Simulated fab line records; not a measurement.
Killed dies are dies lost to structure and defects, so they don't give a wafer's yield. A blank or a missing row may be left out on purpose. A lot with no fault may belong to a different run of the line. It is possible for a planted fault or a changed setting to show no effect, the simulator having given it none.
A struck lot beside a sound one / flow nandHarc / 16 steps out of a route of 1302
Sound: these wafers, L606.4, L606.5, L606.6. Wafers struck: L616.1, L616.5, L616.6. Last of all comes the cause.
At each step with rows: each side's tool, then ch and its chambers, then its first start. Under that, the readings that differ: sound wafers / struck wafers / difference of the means / sigmas: that difference in standard deviations of wafers without a fault.
alike: words and numbers the same on both sides, and readings whose means are apart by under 2 such deviations; not compared: readings that were withheld, readings missing a value for some wafer, numbers with overlapping values and no deviation given by the record, and bounds like >300 which may hide the same value.
A row with sigmas, a row that says differs or no value, or rows on one side alone: a step with any of these is where the two part. Non-overlapping numbers with no deviation appear without sigmas and do not part them. Lack of a reading on every wafer of one side parts them only where that side has two or more wafers.

NHARC_A_ONON_D2_THK_MEAS_11: measures by ellipsometry.
  sound on filmMetro-02, day 16 00:38; struck on filmMetro-01, day 20 23:16
  alike: thkNm
next comes 1 step that has no rows for these wafers: NHARC_A_ONON_D2_DEP_12 (target thickness 1000 nm).
NHARC_A_ONON_D2_THK_MEAS_14: measures by ellipsometry.
  sound on filmMetro-01, day 16 01:12; struck on filmMetro-01, day 20 23:50
  alike: thkNm
then, 2 steps without rows for these wafers: NHARC_A_ONON_D2_ANNEAL_15 (time 3600 s); NHARC_A_ONON_D2_DEP_16 (target thk 1000 nm).
NHARC_A_ONON_D2_THK_MEAS_18: measures by ellipsometry.
  sound on filmMetro-02, day 16 08:34; struck on filmMetro-02, day 21 07:25
  alike: thkNm
next comes 1 step that has no rows for these wafers: NHARC_A_ONON_D2_DEP_19 (target thickness 1000 nm).
NHARC_A_ONON_D2_THK_MEAS_21: measures by ellipsometry.
  sound on filmMetro-02, day 16 09:07; struck on filmMetro-01, day 21 07:59
  alike: thkNm
next comes 1 step that has no rows for these wafers: NHARC_A_ONON_D2_DEP_22 (target thickness 1000 nm).
NHARC_A_ONON_D2_THK_MEAS_24: measures by ellipsometry.
  sound on filmMetro-01, day 16 09:41; struck on filmMetro-02, day 21 08:34
  alike: thkNm
next comes 1 step that has no rows for these wafers: NHARC_A_ONON_D2_DEP_25 (target thickness 1000 nm).
NHARC_A_ONON_D2_THK_MEAS_27: measures by ellipsometry.
  sound on filmMetro-02, day 16 10:14; struck on filmMetro-01, day 21 09:07
  alike: thkNm
NHARC_A_ONON_D2_DEP_28: target thk 1000 nm.
  sound on pecvdOnon-01 ch 0, day 16 10:28; struck on pecvdOnon-01 ch 0, day 21 09:10
NHARC_A_ONON_D2_THK_MEAS_30: measures by ellipsometry.
  sound on filmMetro-01, day 16 10:49; struck on filmMetro-01, day 21 09:51
reading=thkNm (nm); sound=1007 1009 1010; struck=910 911 913; difference=-97; sigmas=-10
  not compared: hold
NHARC_A_ONON_D2_DEP_33: deposits SiO2, target thk 200 nm.
  sound on pecvd-02 ch 0,1,2, day 16 11:00; struck on pecvd-02 ch 0,1, day 21 13:17
reading=hold; sound=- - -; struck=awaitDispo/3.3h/release awaitDispo/3.3h/release awaitDispo/3.3h/release; difference=no value on the sound wafers; sigmas=
  alike: heaterPowerOuterW, heaterPowerW, throttleValvePct
-- jump in the record: it breaks off in module A_ONON_D2 and resumes in module END (first step shown: number 1302 of the route), and 11 days separate the struck wafers' starts before and after --
NHARC_END_SORT_01:
  sound on prober-01 ch 0, day 27 19:01; struck on prober-02 ch 0, day 32 21:01
reading=hold; sound=- - -; struck=awaitDispo/1.0h/scrap awaitDispo/1.0h/scrap awaitDispo/1.0h/scrap; difference=no value on the sound wafers; sigmas=
reading=killedAtArray; sound=115 101 106; struck=668 668 671; difference=+562; sigmas=+24
reading=killedAtPeriphery; sound=2 2 3; struck=9 9 6; difference=+6; sigmas=+2
reading=killedDies; sound=117 104 112; struck=677 677 677; difference=+566; sigmas=+26
  alike: killedAtOther, killedOpen, killedShort

## WHERE THEY PART
Earliest at NHARC_A_ONON_D2_THK_MEAS_30; latest, in this record, at NHARC_END_SORT_01.

WHY: what had been put in by the simulator
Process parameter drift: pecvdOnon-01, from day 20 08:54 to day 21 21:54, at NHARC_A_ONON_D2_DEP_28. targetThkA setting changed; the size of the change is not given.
